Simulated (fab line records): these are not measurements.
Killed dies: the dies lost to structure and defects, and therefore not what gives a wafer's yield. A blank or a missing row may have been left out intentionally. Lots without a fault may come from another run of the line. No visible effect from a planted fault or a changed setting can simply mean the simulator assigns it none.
Code-filled problem report in 8D (eight disciplines) form ; flow nandHarc ; the parts of the form that need people (team, actions taken, sign-off) are left out

== 1. WHAT WENT WRONG ==
Wafers without a fault read 1000 nm, standard deviation 9.3; thkNm at NHARC_A_ONON_D1_THK_MEAS_27 reads a mean of 561 nm on 3 wafers belonging to 3 lots. That puts it -47 standard deviations away from the usual mean.
The step: measures by ellipsometry.
Earliest sighting: wafer L371.4 on filmMetro-01 at day 14 12:59. Wafers with a number at this step in the record: 42, from 15 lots. By rule, "out" or "out of limits" means more than 4 standard deviations away from the usual mean. The rest of the wafers with a number are treated as sound.

== 2. WHAT THIS IS AND IS NOT ==
question;is;is not
which readings at this step;thkNm;-
which lots;L371, L373, L374;L357, L359, L360, L362, L364, L365, L366, L367, L370, L378, L379, L380
which wafers of those lots;L371.4, L373.1, L374.1;L371.2, L373.2, L374.2
read on which gauges;filmMetro-01, filmMetro-02;-
when;from day 14 12:59;"up to then (28 sound wafers); but 11 sound wafers of L373, L374, L378, L379, L380 came after"

== 3. SUSPECTS, AND WHAT RULES EACH OUT ==
Counting: a tool at a process step up to the reading stays a suspect if it ran every lot that is out. Sound lots after the first of them don't rule it out here, since some wafers of a struck lot are sound.
- the gauge at NHARC_A_ONON_D1_THK_MEAS_27 is ruled out. 2 gauges (filmMetro-01, filmMetro-02) read the wafers that are out.
- pecvdOnon-02 at NHARC_A_ONON_D1_DEP_25 (target thk 1000 nm): kept. Ran every lot that is out, first one L371 (day 14 12:32); last sound lot up to then L370 (day 13 12:23).
The count leaves pecvdOnon-02 at NHARC_A_ONON_D1_DEP_25.

== 4. THE CAUSE (what the simulator had put in) ==
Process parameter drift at NHARC_A_ONON_D1_DEP_25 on pecvdOnon-02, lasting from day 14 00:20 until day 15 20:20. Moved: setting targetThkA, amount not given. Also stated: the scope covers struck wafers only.
This tool alone remained once counting was done.

== 5. THE EFFECT CHAIN, in route order ==
Rows list readings where the struck wafers' mean (over those with a number) sits beyond 3 standard deviations from the usual. Readings are gone through only where the record gives a usual standard deviation; hours: the median, over the lots, of the time from a lot's start at the first step in this table giving one to that lot's start at this step; sigmas: the change measured in usual standard deviations.
hours;step;reading;usual;on struck wafers;change;sigmas
0;NHARC_A_ONON_D1_THK_MEAS_27;thkNm;1000 nm;561;-439;-47
Later steps that measure or inspect, where all struck wafers having a row at the step show a number for every such reading and not one has moved that far: NHARC_A_ONON_D1_INSPECT_32.

== 6. WHAT WOULD HAVE CAUGHT IT SOONER ==
The first out-of-limits reading at a measuring or inspecting step in this record came at day 14 12:59, 13 hours after the fault's start at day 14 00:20.
Lots out: 3; of these, L373, L374 started NHARC_A_ONON_D1_DEP_25 on pecvdOnon-02 after day 14 12:59. A hold on the tool at that time would have spared those 2.
